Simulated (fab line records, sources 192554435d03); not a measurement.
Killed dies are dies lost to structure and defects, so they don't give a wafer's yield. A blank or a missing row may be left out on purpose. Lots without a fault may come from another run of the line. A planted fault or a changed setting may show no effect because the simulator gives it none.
Split-lot experiment | flow n5_finfet | 7 lots, 21 wafers read, on a route of 1938 steps

THE SPLIT
At N5_FIN_SAQP_FIN_ETCH_36 (etches the open film in HBr/Cl2/O2, target depth 120 nm, time 50.4 s), the setting icp_w was moved away from the recipe's 800 W on 11 of the 21 wafers read, by -9.7% to +16.6%. The other wafers ran this setting at the recipe's value.

FROM THE SPLIT TO THE READING: what the file shows between them, 3 steps
- N5_FIN_SAQP_PRECLEAN_38: cleans in O3/DIW, time 45 s
- N5_FIN_SAQP_PRECLEAN_45: cleans in dHF, time 10 s
- N5_FIN_SAQP_SRD_39: time 30 s

THE READING
trench_depth_nm, in nm, at N5_FIN_SAQP_OCD_MEAS_76. Fault-free wafers of this fab line usually give 119.8 nm, standard deviation 1.3 nm.

wafer  | tool, chamber at the split | icp_w as run, W | against the recipe | trench_depth_nm, nm | against lot-mates on the recipe
L074.1 | rie_si-04, 2               | 883.5           | +10.4%             | 124.9               | +4.1
L074.2 | rie_si-04, 0               | 800             | recipe             | 120.8               | -
L074.5 | rie_si-04, 0               | 883.5           | +10.4%             | 125.7               | +4.9
L079.1 | rie_si-03, 0               | 899.8           | +12.5%             | 125.8               | +7.0
L079.2 | rie_si-03, 2               | 899.8           | +12.5%             | 129.6               | +10.8
L079.5 | rie_si-03, 0               | 800             | recipe             | 118.8               | -
L081.2 | rie_si-03, 1               | 800             | recipe             | 122.1               | -
L081.4 | rie_si-03, 3               | 800             | recipe             | 120.7               | -
L081.5 | rie_si-03, 0               | 900.6           | +12.6%             | 125.5               | +4.1
L083.4 | rie_si-03, 0               | 932.6           | +16.6%             | 128.2               | +6.7
L083.5 | rie_si-03, 1               | 800             | recipe             | 121.5               | -
L083.6 | rie_si-03, 0               | 932.6           | +16.6%             | 127.7               | +6.2
L092.1 | rie_si-03, 0               | 722.4           | -9.7%              | 112.4               | -8.1
L092.4 | rie_si-03, 1               | 800             | recipe             | 120.5               | -
L092.6 | rie_si-03, 1               | 722.4           | -9.7%              | 114.0               | -6.5
L094.2 | rie_si-03, 0               | 800             | recipe             | 118.6               | -
L094.3 | rie_si-03, 2               | 847.1           | +5.9%              | 125.6               | +7.0
L094.4 | rie_si-03, 3               | 847.1           | +5.9%              | 123.5               | +4.9
L095.1 | rie_si-03, 0               | 800             | recipe             | 118.9               | -
L095.2 | rie_si-03, 3               | 800             | recipe             | 119.7               | -
L095.6 | rie_si-03, 1               | 800             | recipe             | 119.6               | -

THE FIT
A straight line over all 21 wafers: trench_depth_nm changes by +0.556 nm for each +1% of icp_w; r = +0.95; the points scatter about the line by 1.4 nm.
The same after taking each lot's own level away (the mean of its wafers on the recipe; 21 wafers): +0.543 nm for each +1%; r = +0.91; scatter 1.9 nm.
On that fit, the largest move of icp_w shifts the reading by 9 nm.
The lots' own levels span 118.60 to 121.50 nm, that is 2.2 times the standard deviation above.
So the lot-to-lot level changes the slope little: the two slopes agree.
Check: with one of the wafers moved furthest among these (+16.6%) left out of the fit, the line predicts +9.25 nm for it against its lot-mates. It came out at +6.7 nm against them.
Tool readings at the split's step, against how far the setting was moved: oes_product_au r = +0.96.

OTHER SPLITS ON THESE WAFERS
These wafers also went through other splits before the reading. Each is held against what the fit with the lots' levels taken away leaves over:
other split on the same wafers          | wafers away from the commonest value | r with trench_depth_nm (lot level and that fit taken away)
N5_ZERO_LAYER_COAT_05 spin_rpm          | 5                                    | +0.21
N5_ZERO_LAYER_DEVELOP_10 develop_time_s | 9                                    | +0.09
N5_WELL_APT_EXPOSE_22 dose_mj           | 4                                    | +0.19
N5_WELL_APT_PEB_23 peb_temp_c           | 7                                    | -0.33
N5_FIN_SAQP_EXPOSE_13 dose_mj           | 9                                    | +0.38

THE WHOLE CHAIN: every reading that the file lists as answering this split, in the file's order
step                    | what it does                                                         | reading                                                                    | change (the file's fit)                   | r (the file's)
N5_FIN_SAQP_FIN_ETCH_36 | etches the open film in HBr/Cl2/O2, target depth 120 nm, time 50.4 s | oes_product_au                                                             | +0.00351 a.u. for each +1% of the setting | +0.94
N5_FIN_SAQP_FIN_ETCH_36 | etches the open film in HBr/Cl2/O2, target depth 120 nm, time 50.4 s | FIN_SAQP.feature_depth_nm (the simulator's own value, which no gauge read) | +0.513 nm for each +1% of the setting     | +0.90
N5_FIN_SAQP_FIN_ETCH_36 | etches the open film in HBr/Cl2/O2, target depth 120 nm, time 50.4 s | etch.depth_nm (the simulator's own value, which no gauge read)             | +0.513 nm for each +1% of the setting     | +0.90
N5_FIN_SAQP_OCD_MEAS_76 |                                                                      | trench_depth_nm                                                            | +0.51 nm for each +1% of the setting      | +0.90

THE FILE'S OWN FIT
trench_depth_nm changes by +0.51 nm for each +1% of icp_w, r = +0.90.
